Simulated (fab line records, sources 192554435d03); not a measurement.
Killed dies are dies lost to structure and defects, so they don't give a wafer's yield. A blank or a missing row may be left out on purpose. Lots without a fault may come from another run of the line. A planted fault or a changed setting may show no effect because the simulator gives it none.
fab line records | flow n5_finfet
record lots=4 wafers=12 last_day=17
route steps=1938 shown BEOL_M4@1099 BEOL_M5@1112 BEOL_M7@1266 PASSIVATION@1936
lots that met no fault: from a run of the same line without faults
start_h: hours from the record's first day to the start of the lot's first wafer shown | wait_h: hours since the lot's step before | " the same as in the row above | L1.1+2: a row that stands for several wafers | - no value, or no start given | * or withheld: withheld | < > ~ a bound
route shown NAME@n: a module of which the file shows steps, and the number in the route of the first | usual: mean/standard deviation of fault-free wafers | same: alike in all rows | chamber/n: place in a boat | sites: the reading at each site | _std_site: their standard deviation | _edge_site: outer sites' mean less inner sites' | radius_mm: how far each site lies from the wafer's centre | mask NAME#n: copy n | behind: the tool/chamber that last shaped the wafer | hold: why the lot was held/for how many hours/how that ended | device: the transistor (n, p or np) that didn't switch | end of line: the same wafers' tests at the end of the route | a step without rows: its recipe alone | killed: dies lost to structure and defects at the first sort, not the wafer's yield | map: a wafer's dies, x killed, . not, _ none there
set.NAME: the setting as run; set.NAME@STEP: as run at that earlier step | model.NAME: the simulator's own value behind a step, which no gauge read
lots at some steps of the route; a table a step, a row a wafer
services: from which hour (start_h, from the record's first day; less than 0 if before it) a tool's chamber was out of use, for how many hours, and why
## steps
# step N5_BEOL_M4_ANNEAL_95
# recipe temp_c=400 time_s=240 ambient=vacuum
# step N5_BEOL_M4_SPUTTER_96
# recipe material=Cu target_thk_a=45 temp_c=-20 chamber_pressure_pa=0.07 power_w=withheld time_s=8.29
# step N5_BEOL_M4_ECD_50
# recipe material=Cu target_thk_a=3000
# step N5_BEOL_M4_ANNEAL_51
# recipe temp_c=225 time_s=90 ambient=N2
# step N5_BEOL_M4_CMP_52
# recipe stop_on=SiOC t_overpolish_s=6.8 down_force_psi=1 platen_rpm=50 clearing_platen_down_force_psi=1.5 clearing_platen_rpm=50 post_cmp_clean=cu_alkaline target_thk_nm=40 clearing_platen_pad_velocity_m_s=0.99484 pad_velocity_m_s=0.99484
# step N5_BEOL_M4_PRE_CLEAN_60
# recipe gas=NH3/H2 time_s=15 temp_c=* rf_power_w=300
# step N5_BEOL_M4_CO_CAP_55
# recipe material=Co target_thk_a=20 temp_c=200 precursor=CCTBA/H2 pressure_torr=30 time_s=102.1
# step N5_BEOL_M4_PRE_CLEAN_56
# recipe gas=NH3 time_s=15 temp_c=withheld rf_power_w=300
# step N5_BEOL_M4_DEP_57
# recipe material=SiCN target_thk_a=80 temp_c=withheld precursor=3MS/NH3 pressure_torr=3 rf_w=202 time_s=14
# step N5_BEOL_M4_RC_MEAS_101
# usual DIBL_N=37.1/1.9 DIBL_P=37.2/2.3 IOFF_N=0.18/0.04 IOFF_P=0.23/0.044 ION_N=682/11 ION_P=468/8.6 SS_N=71.9/0.68 SS_P=73.5/0.74 VT_N=248/3.4 VT_P=-248/3.4
# columns lot.wafer tool chamber start_h wait_h DIBL_N[mV/V] DIBL_P[mV/V] IOFF_N[nA/um] IOFF_P[nA/um] ION_N[uA/um] ION_P[uA/um] SS_N[mV/dec] SS_P[mV/dec] VT_N[mV] VT_P[mV]
L199.3 prober-02 0 246.41 0.3 36.6 35.7 0.17 0.22 677 459 71.9 73.1 250 -251
L199.4 " 0 " " 37.6 37.6 0.19 0.23 674 467 73.0 73.1 249 -249
L199.5 " 0 " " 37.7 38.8 0.21 0.26 691 469 72.6 73.4 245 -247
L197.2 prober-01 0 247.84 0.2 36.0 36.5 0.17 0.25 687 478 71.8 73.2 248 -246
L197.5 " 0 " " 38.7 40.7 0.23 0.32 708 485 72.5 73.7 242 -240
L197.6 " 0 " " 36.4 36.1 0.17 0.24 675 467 71.8 73.1 249 -245
L204.2 prober-01 0 276.37 0.2 37.3 36.2 0.18 0.19 671 449 72.3 73.6 248 -254
L204.5 " 0 " " 37.9 37.8 0.19 0.21 674 458 71.9 73.8 248 -254
L204.6 " 0 " " 36.8 35.0 0.16 0.18 662 448 72.9 73.7 251 -254
L207.3 prober-01 0 295.12 0.3 34.1 35.1 0.15 0.22 681 469 71.5 73.1 248 -245
L207.4 " 0 " " 37.2 37.9 0.20 0.26 678 460 73.0 73.6 248 -246
L207.6 " 0 " " 35.9 37.0 0.18 0.25 687 474 71.4 73.4 249 -245
# step N5_BEOL_M5_ILD_DEP_00
# recipe material=SiCOH_lowk target_thk_a=1406.4 temp_c=300 precursor=DEMS/porogen pressure_torr=5 rf_w=500 time_s=25.9
# step N5_BEOL_M5_CURE_79
# recipe temp_c=385 time_s=240 ambient=He/Ar material=SiCOH_lowk
# step N5_BEOL_M5_PECVD_70
# recipe material=SiO2 target_thk_a=160 temp_c=400 precursor=TEOS/O2 pressure_torr=5.5 rf_w=450 teos_flow_sccm=53.8 gas=O2 flow_sccm=3000 time_s=18
# step N5_BEOL_M5_HM_DEP_02
# recipe material=TiN target_thk_a=200 temp_c=25 chamber_pressure_pa=0.49996
# step N5_BEOL_M5_COAT_59
# recipe resist=SOC temp_c=250 time_s=60 spin_rpm=1500 resist_thk_nm=60
# step N5_BEOL_M5_COAT_60
# recipe resist=SiARC temp_c=220 time_s=60 spin_rpm=1500 resist_thk_nm=12
# step N5_BEOL_M5_COAT_71
# recipe resist=underlayer temp_c=205 time_s=60 spin_rpm=1500 resist_thk_nm=5
# step N5_BEOL_M5_COAT_05
# recipe resist=CAR-EUV spin_rpm=1500 resist_thk_nm=30
# step N5_BEOL_M5_EBR_07
# recipe solvent=PGMEA ebr_width_mm=1.5
# step N5_BEOL_M5_SOFTBAKE_06
# recipe temp_c=110 time_s=60 resist=CAR-EUV
# step N5_BEOL_M5_EXPOSE_08
# recipe mask_id=M5 na=0.33 source_shape=annular sigma_inner=0.4 sigma_outer=0.8 polarization=unpolarized target_cd_nm=28 dose_mj=35.75
# step N5_BEOL_M5_PEB_09
# recipe peb_temp_c=100 peb_time_s=60 resist=CAR-EUV
# step N5_BEOL_M5_DEVELOP_10
# recipe develop_time_s=30 developer=TMAH resist=CAR-EUV rinse_liquid=surfactant_rinse dry=air_spin dev_temp_c=23
# step N5_BEOL_M5_DESCUM_16
# recipe chemistry=O2 time_s=7 source_power_w=50 bias_power_w=20 pressure_mtorr=20 rf_frequency_hz=2.712e+07 temp_c=40 resist=CAR-EUV o2_flow_sccm=225
# step N5_BEOL_M5_ETCH_72
# recipe chemistry=N2/H2 target=underlayer target_depth_a=65 mask_material=CAR-EUV time_s=5.2 ion_energy_ev=200 pressure_mtorr=30 source_w=840 bias_w=150 n2_flow_sccm=200 h2_flow_sccm=200 ends=cleared
# step N5_BEOL_M5_ETCH_61
# recipe chemistry=CF4 target=SiARC target_depth_a=156 mask_material=CAR-EUV time_s=26 ion_energy_ev=80 pressure_mtorr=40 source_w=545 bias_w=36 Ar_flow_sccm=100 cf4_flow_sccm=100 ends=cleared
# step N5_BEOL_M5_ETCH_62
# recipe chemistry=N2/H2 target=SOC target_depth_a=750 overetch_a=150 mask_material=SiARC temp_c=40 time_s=112.5 ion_energy_ev=200 pressure_mtorr=30 source_w=840 bias_w=150 n2_flow_sccm=200 h2_flow_sccm=200
# step N5_BEOL_M5_STRIP_63
# recipe chemistry=N2/H2 temp_c=40 n2_flow_sccm=200 h2_flow_sccm=200 rf_frequency_hz=6e+07
# step N5_BEOL_M5_STRIP_73
# recipe chemistry=N2/H2 temp_c=40 n2_flow_sccm=200 h2_flow_sccm=200 rf_frequency_hz=6e+07
# step N5_BEOL_M5_STRIP_64
# recipe chemistry=CF4 resist=SiARC power_w=300 bias_power_w=75 pressure_mtorr=50 cf4_flow_sccm=150 rf_frequency_hz=6e+07
# step N5_BEOL_M5_HM_OPEN_17
# recipe chemistry=Cl2/BCl3 target_depth_a=200 overetch_a=60 target=TiN mask_material=SOC ion_energy_ev=150 pressure_mtorr=10 icp_w=1000 bias_w=126 Cl2_flow_sccm=53.25 bcl3_flow_sccm=21.75 Ar_flow_sccm=25
# step N5_BEOL_M5_STRIP_19
# recipe chemistry=O2 power_w=400 temp_c=40 pressure_mtorr=30 rf_frequency_hz=6e+07 bias_power_w=0 overash_fraction=0.2 o2_flow_sccm=225
# step N5_BEOL_M5_COAT_65
# recipe resist=SOC temp_c=250 time_s=60 spin_rpm=1500 resist_thk_nm=60
# step N5_BEOL_M5_COAT_66
# recipe resist=SiARC temp_c=220 time_s=60 spin_rpm=1500 resist_thk_nm=12
# step N5_BEOL_M7_PECVD_70
# recipe material=SiO2 target_thk_a=200 temp_c=400 precursor=TEOS/O2 pressure_torr=5.5 rf_w=450 teos_flow_sccm=53.8 gas=O2 flow_sccm=3000 time_s=22.7
# usual chamber_pressure_Torr=5.499/0.012 heater_power_outer_w=407/64 heater_power_w=709/81 rf_fwd_power_W=444.9/2.2 showerhead_plenum_p_Torr=8.74/0.064 throttle_valve_pct=22.4/1.3
# columns lot.wafer tool chamber start_h wait_h chamber_pressure_Torr heater_power_outer_w heater_power_w rf_fwd_power_W showerhead_plenum_p_Torr since_wet_clean_h throttle_valve_pct
L197.2 pecvd-03 2 269.81 0.0 - - - - - - -
L197.5 " 2 " " - - - - - - -
L197.6 " 1 " " - - - - - - -
L199.3 pecvd-02 1 270.01 0.0 - - - - - - -
L199.4 " 2 " " - - - - - - -
L199.5 " 1 " " - - - - - - -
L204.2 pecvd-02 2 297.14 0.0 5.506 433 718 446.8 8.76 241 21.7
L204.5 " 2 " " 5.493 425 737 445.6 8.75 - 21.9
L204.6 " 0 " " 5.490 374 673 447.0 8.82 - 24.2
L207.3 pecvd-01 2 316.13 0.0 5.502 400 687 443.3 8.71 85 22.0
L207.4 " 2 " " 5.505 408 697 444.2 8.71 - 22.2
L207.6 " 0 " " 5.496 527 860 445.0 8.74 - 21.7
# step N5_PASSIVATION_PROBE_49
# usual defect_limited_yield=91.5/1.4 killed_at_M0_to_M3=32/9.7 killed_at_M4_up=14/5.3 killed_at_contacts=11/6 killed_at_front_end=39/14 killed_at_other=3.3/2.7 killed_dies=100/17 killed_on_rim=14/4 killed_open=66/13 killed_short=32/7.4 sort_bin_5_function=4.9/0.9 sort_bin_6_memory=3.2/0.72 sort_n_pass=1080/17 sort_yield_pct=91.5/1.4
# same gross_dies=1180 killed_at_back_side=0 sort_bin_4_leakage[%]=0 sort_bin_8_speed[%]=0
# columns lot.wafer tool chamber start_h wait_h defect_limited_yield[%] killed_at_M0_to_M3 killed_at_M4_up killed_at_contacts killed_at_front_end killed_at_other killed_dies killed_on_rim killed_open killed_short sort_bin_5_function[%] sort_bin_6_memory[%] sort_n_pass sort_yield_pct[%]
L199.3 prober-01 - 342.84 0.1 66.0 22 321 15 40 3 401 17 46 46 30.7 2.9 779 66.0
L199.4 prober-01 - 342.89 0.2 66.0 20 323 22 31 5 401 110 64 27 30.9 2.5 779 66.0
L199.5 prober-01 - 342.94 0.2 65.1 28 319 25 35 5 412 14 73 29 31.5 3.3 768 65.1
L197.2 prober-02 - 351.42 0.1 61.0 40 356 2 47 15 460 121 86 31 36.0 2.8 720 61.0
L197.5 prober-02 - 351.57 0.2 64.5 32 330 4 47 6 419 108 75 31 32.3 3.1 761 64.5
L197.6 prober-02 - 351.62 0.3 65.8 51 316 6 28 2 403 15 64 29 31.1 3.0 777 65.8
L204.2 prober-02 - 377.50 0.1 90.8 28 17 21 42 1 109 14 62 47 4.6 4.2 1071 90.8
L204.5 prober-02 - 377.65 0.2 91.9 31 8 20 36 1 96 17 67 29 4.8 2.9 1084 91.9
L204.6 prober-02 - 377.70 0.3 90.2 26 17 10 59 4 116 18 75 38 6.0 3.3 1064 90.2
L207.3 prober-01 - 398.51 0.1 90.1 35 9 9 57 7 117 16 70 41 6.8 2.5 1063 90.1
L207.4 prober-01 - 398.56 0.2 92.8 29 9 9 37 1 85 14 56 27 4.3 2.7 1095 92.8
L207.6 prober-01 - 398.66 0.3 89.5 34 14 8 65 3 124 22 81 35 5.8 3.9 1056 89.5
# killed by level:class
L199.3 BEOL_M7:area_pecvd=309 FIN_SAQP:geometric_particle:short=12 GATE_CUT:geometric_particle:short=11 MOL_CONTACT_COAG:geometric_particle:open=9 BEOL_M2:geometric_particle:open=6 MOL_CONTACT_COAG:geometric_particle:short=6 BEOL_M2:geometric_particle:short=4 BEOL_M3:geometric_particle:open=4
L199.4 BEOL_M7:area_pecvd=310 MOL_CONTACT_COAG:geometric_particle:open=19 STI_FIN_REVEAL:geometric_particle:open=5 DUMMY_GATE:geometric_particle:open=4 BEOL_M2:geometric_particle:open=4 BEOL_M3:geometric_particle:open=4 BEOL_M4:geometric_particle:open=4 PAD_METAL:geometric_particle:open=4
L199.5 BEOL_M7:area_pecvd=310 MOL_CONTACT_COAG:geometric_particle:open=21 BEOL_M2:geometric_particle:open=12 FIN_SAQP:geometric_particle:open=8 BEOL_M0_SAQP:geometric_particle:short=6 BEOL_M4:geometric_particle:open=4 FIN_SAQP:geometric_particle:short=4 MOL_CONTACT_COAG:geometric_particle:short=4
L197.2 BEOL_M7:area_pecvd=343 BEOL_M0_SAQP:geometric_particle:short=10 FIN_SAQP:geometric_particle:short=9 FIN_SAQP:geometric_particle:open=8 STI_FIN_REVEAL:geometric_particle:open=8 BEOL_M0_SAQP:geometric_particle:open=8 BEOL_M1:geometric_particle:open=8 BEOL_M3:geometric_particle:open=8
L197.5 BEOL_M7:area_pecvd=313 DUMMY_GATE:geometric_particle:open=16 BEOL_M3:geometric_particle:open=14 FIN_SAQP:geometric_particle:short=6 STI_FIN_REVEAL:geometric_particle:open=6 BEOL_M0_SAQP:geometric_particle:short=6 BEOL_M4:geometric_particle:open=5 DUMMY_GATE:geometric_particle:short=4
L197.6 BEOL_M7:area_pecvd=310 BEOL_M0_SAQP:geometric_particle:open=10 BEOL_M3:geometric_particle:open=10 BEOL_M0_SAQP:geometric_particle:short=8 BEOL_M2:geometric_particle:open=7 BEOL_M1:geometric_particle:open=5 MOL_CONTACT_COAG:geometric_particle:open=5 FIN_SAQP:geometric_particle:open=4
L204.2 MOL_CONTACT_COAG:geometric_particle:open=15 FIN_SAQP:geometric_particle:short=13 STI_FIN_REVEAL:geometric_particle:open=7 BEOL_M4:geometric_particle:open=7 BEOL_M1:geometric_particle:short=7 BEOL_M2:geometric_particle:open=7 MOL_CONTACT_COAG:geometric_particle:short=6 BEOL_M0_SAQP:geometric_particle:short=6
L204.5 MOL_CONTACT_COAG:geometric_particle:open=17 STI_FIN_REVEAL:geometric_particle:open=14 FIN_SAQP:geometric_particle:short=9 FIN_SAQP:geometric_particle:open=8 BEOL_M1:geometric_particle:short=7 BEOL_M2:geometric_particle:open=7 BEOL_M1:geometric_particle:open=5 BEOL_M0_SAQP:geometric_particle:short=3
L204.6 STI_FIN_REVEAL:geometric_particle:open=18 FIN_SAQP:geometric_particle:short=9 MOL_CONTACT_COAG:geometric_particle:open=9 FIN_SAQP:geometric_particle:open=8 BEOL_M1:geometric_particle:open=6 BEOL_M2:geometric_particle:open=5 DUMMY_GATE:geometric_particle:open=4 GATE_CUT:geometric_particle:short=4
L207.3 GATE_CUT:geometric_particle:short=11 FIN_SAQP:geometric_particle:open=9 BEOL_M0_SAQP:geometric_particle:open=9 BEOL_M3:geometric_particle:open=8 GATE_CUT:geometric_particle:open=7 BEOL_M2:geometric_particle:open=7 STARTING-WAFER:geometric_particle:open=6 MOL_CONTACT_COAG:geometric_particle:open=5
L207.4 STI_FIN_REVEAL:geometric_particle:open=8 BEOL_M2:geometric_particle:open=8 BEOL_M3:geometric_particle:open=7 MOL_CONTACT_COAG:geometric_particle:open=6 ILD0:geometric_particle:short=5 BEOL_M0_SAQP:geometric_particle:short=5 FIN_SAQP:geometric_particle:short=4 FIN_SAQP:geometric_particle:open=4
L207.6 BEOL_M0_SAQP:geometric_particle:open=10 FIN_SAQP:geometric_particle:open=9 BEOL_M0_SAQP:geometric_particle:short=9 FIN_SAQP:geometric_particle:short=7 STI_FIN_REVEAL:geometric_particle:open=7 GATE_CUT:geometric_particle:open=7 ILD0:geometric_particle:open=6 ILD0:geometric_particle:short=6
# map L197.2 (x killed, . not)
_________________x.xxxx.xxxx.________________
______________.xxxxxxxxx.xxxxxxx_____________
___________xx.x..x..x.x....x.x.xxx.__________
__________.xx......x.....x..x..xx..x_________
________x.xxx..xx.x......x....xx....xx_______
_______xx..x....x..x.x.x..xxx.x..x.xxxx______
______xx.xxx.xxx.x........x..x......xxxx_____
_____x.xx....................x..x...x.xxx____
____x.x...x.....x......x..x...xx.....x.xxx___
___xx..x.x............x.......x..xx.xxxxx.x__
___..x......x.........x...x.....x...xxx.xxx__
__.xxx.....x.............x........x......xxx_
__..xxxxxx...x.x...........xx....x....x.x.xx_
_xxx.xx..x....x...............x.x...x..x.xx.x
_x.xx.........x..........x..x.x........xx.xx.
_xx.x....x.......x.x.....x.......x...x..x..xx
_..x.x....x...........x......x.........xxxxxx
_xxx...x...x..................x....x....xxxxx
_xxxx.x......x......x.........x......xxxx.xxx
_.xx.......x.......x.....x.xx......xx...xxxxx
_xxxx....x..........x...........x.......xx.xx
__x...........x...............x.....xxxxxxxx_
__x.xxx..x..xx..............x...x...xxx.xxx._
___xxx........x.....x....x....x..xxxx.x.xx.__
___.xx..x....x..........x..x...x...xxxx.xxx__
____.xxxx.....x.x..x.x.....x.....xxx.xxxxx___
_____xxxxx......x...........x.x..x...xx.x____
______xx....x.x.xx....xxx..xx.xx...xxxxx_____
_______.xx..xx...x.x.x..x....x...xxxxxx______
________xx.xxxxx..x.xxxxxx.xxx.xx.xxxx_______
__________xx.xxx.xxx.x....xxxx.xxxxx_________
___________xxxxx.xxx..xxxx.xxxxx.xx__________
______________xxxxxxx.xxxxxxxxxx_____________
_________________xxx.xxxxx.xx________________
# map L199.5 (x killed, . not)
_________________............________________
______________.......x.......x.._____________
___________....x...................__________
__________..........x..x......x....._________
________.........x.x.xxxx....x........_______
_______x....x.........xx..x.......x....______
______.x...x....x.x..xxx....xxx......x.._____
_____..........x.xxxx.xx..x.......xx.....____
____....x...xxxxx...x..x..x...............___
___.......xx.x....xx.xxx..x.x....xx..x.....__
___........x.xxxxxx.xxxx.xxxxx.....xx......__
__....x.x.......xxxx.x.xx..x..x..........x.._
__..xx.xx..x.xx.xxxxx....x.xx.x.xx.x.x......_
_x..x..xxxx.xx.xxx.x.x....x.xx.xx............
_........xxx...xxx..xx.x.xx.xx.xxx...........
_.....x...xxx.xx...xxx.xxxxxxxx.x.....x....x.
_....x.x.xx..x.xxxxx.xxxxxxx.xx...xxx........
_.......xxx.xxxxxxxx.x.xxxx....x.x...........
_........x..xx..xxxxxxxxxxx...............x..
_x.x...x..xx.xxxx..xxxxx.xxxxx.xxxxx.........
_..x...x..xxxxxxxxx.xxxxxxx..x.x..x..........
__.x..x..xxx.x.xxxx.xxxxxx.....x..x..x......_
__.xx..xx.xxxxx.xxxx.xxx....x.x..x......x..._
___x....xx.x.x.xx.x.xxx.xx..x.x.xx..x....x.__
___..x...xxx.x..x.xxxxx..xxx.x.xx....xx....__
____x....xx...x...xxxxxx..xx.....x........___
_____...x.....xxx...xx.xx.xxx.xx.........____
______.........xx.x.xxx..x.xxx....x....._____
_______..x..x.x.x.x.x.x..xx......x.x...______
________...x..x..x.x....x.x........xx._______
__________.xx....x........x..xx....x_________
___________.............x.x........__________
______________...x.x.x.........x_____________
_________________............________________
## services
# columns tool chamber start_h hours kind
pecvd-03 - 291.16 6.0 pm
pecvd-02 1 295.01 5.5 scheduled_down
pecvd-01 0 297.92 5.5 scheduled_down
pecvd-03 0 297.99 2.1 scheduled_down
## key
first_sign step=N5_BEOL_M7_PECVD_70 reading=tool_record direction=missing
effect step=N5_PASSIVATION_PROBE_49 reading=killed_at_M4_up direction=up sigmas=59 usual=14 struck=328
more_kills_born_at N5_BEOL_M7_PECVD_70@pecvd-03=966 N5_BEOL_M7_PECVD_70@pecvd-02=929
met_at N5_BEOL_M7_PECVD_70
struck_wafers L197.2,L197.5,L197.6,L199.3,L199.4,L199.5
fault kind=skipped_step_whole tool=pecvd-02,pecvd-03 chamber=- onset_h=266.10 steps=N5_BEOL_M7_PECVD_70 scope=struck_lots_only
